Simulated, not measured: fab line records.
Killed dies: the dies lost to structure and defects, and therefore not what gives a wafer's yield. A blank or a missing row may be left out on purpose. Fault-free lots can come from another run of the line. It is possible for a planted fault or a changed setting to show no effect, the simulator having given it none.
Chamber matching    flow n5 finfet    uv cure-02 running N5_BEOL_M9_CURE_72: 3 sister chambers
The step cures SiCOH lowk, time 120 s. 24 wafers are shown with their chamber, then 12 later ones without.

== WAFERS, EACH WITH ITS CHAMBER ==
wafer   chamber  wafer_temp_C_max  lamp power pct (%)
L075.1  1        370.9             52.31
L075.4  1        371.3             52.30
L075.6  1        370.9             52.31
L075.2  1        371.1             52.26
L075.3  1        371.3             52.32
L075.5  1        370.7             52.32
L076.2  1        371.5             52.41
L076.4  1        371.4             52.35
L076.6  1        371.4             52.23
L078.3  0        371.9             52.39
L078.4  0        372.1             52.24
L078.5  0        372.9             52.36
L079.1  1        370.9             52.26
L079.2  1        371.0             52.33
L079.6  1        371.0             52.27
L080.1  1        371.0             52.32
L080.2  1        370.8             52.27
L080.5  1        370.7             52.31
L081.2  2        371.4             52.33
L081.3  2        371.5             52.27
L081.4  2        371.3             52.30
L083.1  2        371.7             52.36
L083.4  2        371.5             52.28
L083.5  2        371.8             52.42

SIGNATURES, as means of the wafers listed above
reading           chamber 0  chamber 1  chamber 2  scatter within a chamber
wafer_temp_C_max  372.300    371.060    371.533    0.284
lamp power pct    52.3300    52.3047    52.3267    0.0512
Rule: distance of a wafer from a chamber = root of the sum over the readings of ((wafer's reading minus chamber's mean) / reading's scatter) squared. The wafer belongs to the nearest chamber; if the next one is less than 2 further off, it can't be placed. The scatter: the root of (the sum of the squares of (reading less its chamber's mean) over the shown wafers, divided by (wafers less chambers)).

== WAFERS MISSING THEIR CHAMBER ==
wafer   wafer_temp_C_max  lamp power pct (%)
L083.2  371.4             52.30
L083.3  371.9             52.41
L083.6  371.8             52.33
L085.1  370.9             52.39
L085.4  371.1             52.28
L085.5  371.8             52.26
L089.1  372.0             52.48
L089.2  371.7             52.38
L089.4  371.6             52.27
L097.2  371.1             52.33
L097.3  371.2             52.33
L097.5  371.3             52.32

== WHICH CHAMBER EACH ONE RAN IN ==
wafer   from the rows above           in truth
L083.2  can't be placed: 2 or 1       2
L083.3  can't be placed: 2 or 0 or 1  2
L083.6  can't be placed: 2 or 0 or 1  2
L085.1  can't be placed: 1 or 2       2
L085.4  can't be placed: 1 or 2       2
L085.5  can't be placed: 2 or 0 or 1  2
L089.1  can't be placed: 0 or 2 or 1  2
L089.2  can't be placed: 2 or 0 or 1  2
L089.4  can't be placed: 2 or 1 or 0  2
L097.2  can't be placed: 1 or 2       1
L097.3  can't be placed: 1 or 2       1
L097.5  can't be placed: 2 or 1       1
Correct placement for 0 of the 12. Unplaceable from these rows: 12, with the true chamber sitting among the candidates in 12. 0 placed wrongly.
